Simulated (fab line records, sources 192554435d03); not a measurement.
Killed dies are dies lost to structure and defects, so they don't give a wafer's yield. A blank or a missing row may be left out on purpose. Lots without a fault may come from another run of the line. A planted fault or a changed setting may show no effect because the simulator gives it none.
One fault seen from 2 desks | flow n5_finfet | each desk has only its own numbers; what lay behind them comes last

THE METROLOGY DESK
What the gauges read, lot by lot, whatever tool the lot ran on: means of the sampled wafers that have a number. A lot is out of limits, marked OUT, if its mean lies more than 4 standard deviations from the usual mean; the brackets give that distance. Of its 11 readings 7 are shown: the one that was out of limits first, and those that lie furthest out on some lot.
Columns: A = V3_OVL at N5_BEOL_M4_OVL_MEAS_29, usual -0.2 nm; B = DIBL_P at N5_BEOL_M4_RC_MEAS_101, usual 37.5 mV/V; C = IOFF_N at N5_BEOL_M4_RC_MEAS_101, usual 0.17 nA/um; D = ION_P at N5_BEOL_M4_RC_MEAS_101, usual 469 uA/um; E = SS_P at N5_BEOL_M4_RC_MEAS_101, usual 73.6 mV/dec; F = VT_N at N5_BEOL_M4_RC_MEAS_101, usual 249 mV; G = VT_P at N5_BEOL_M4_RC_MEAS_101, usual -248 mV
lot  | first seen here | A              | B    | C    | D   | E    | F   | G
L646 | day 7 13:05     | -0.9           | 35.0 | 0.17 | 469 | 73.1 | 250 | -245
L647 | day 7 16:19     | -0.0           | 34.7 | 0.14 | 460 | 73.2 | 252 | -250
L649 | day 8 08:26     | -1.2           | 39.6 | 0.19 | 464 | 73.3 | 249 | -252
L650 | day 8 16:35     | -0.3           | 38.2 | 0.18 | 476 | 74.0 | 247 | -244
L655 | day 10 00:33    | 0.2            | 39.6 | 0.20 | 467 | 74.3 | 249 | -248
L656 | day 10 01:34    | -0.7           | 37.7 | 0.18 | 467 | 74.3 | 248 | -249
L665 | day 12 15:24    | 4.7 (+6.5) OUT | 39.9 | 0.23 | 471 | 74.2 | 245 | -248
L666 | day 12 19:16    | 4.6 (+6.4) OUT | 37.5 | 0.16 | 470 | 73.2 | 251 | -249
L668 | day 13 01:31    | 0.4            | 36.3 | 0.16 | 468 | 73.4 | 249 | -249
This desk's finding: out of limits on L665, L666; first on L665, day 12 15:24 (V3_OVL at N5_BEOL_M4_OVL_MEAS_29). In limits: L646, L647, L649, L650, L655, L656, L668.

THE TOOL OWNER'S DESK: euv_scanner-02
The tool's own readings at N5_BEOL_M4_EXPOSE_25 (exposes mask V3, defocus 5 nm): means of the sampled wafers that have a number, for each lot that ran on this tool. A lot is out of limits, marked OUT, if its mean lies more than 4 standard deviations from the usual mean; the brackets give that distance.
Columns: A = stage_msd_nm at N5_BEOL_M4_EXPOSE_25, usual 0.79 nm
lot  | first seen here | A
L646 | day 7 12:55     | 0.83
L647 | day 7 16:08     | 0.83
L649 | day 8 08:15     | 0.83
L655 | day 10 00:23    | 0.83
L665 | day 12 15:13    | 0.83
L666 | day 12 19:05    | 0.83
This desk's finding: nothing out of limits on any of the 6 lots.

PUT TOGETHER
The metrology desk could have raised an alarm at day 12 15:24, on L665, L666.
The tool owner's desk saw nothing out of limits.
The tool owner's desk has L665, L666 on record, within its limits.
Of the lots named, all ran N5_BEOL_M4_EXPOSE_25 on euv_scanner-02.

WHAT THE SIMULATOR HAD PUT IN
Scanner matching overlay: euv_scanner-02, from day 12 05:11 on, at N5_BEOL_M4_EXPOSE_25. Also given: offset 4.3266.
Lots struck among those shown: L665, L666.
Hours from the fault's start to each desk's first reading out of limits: the metrology desk, 10.
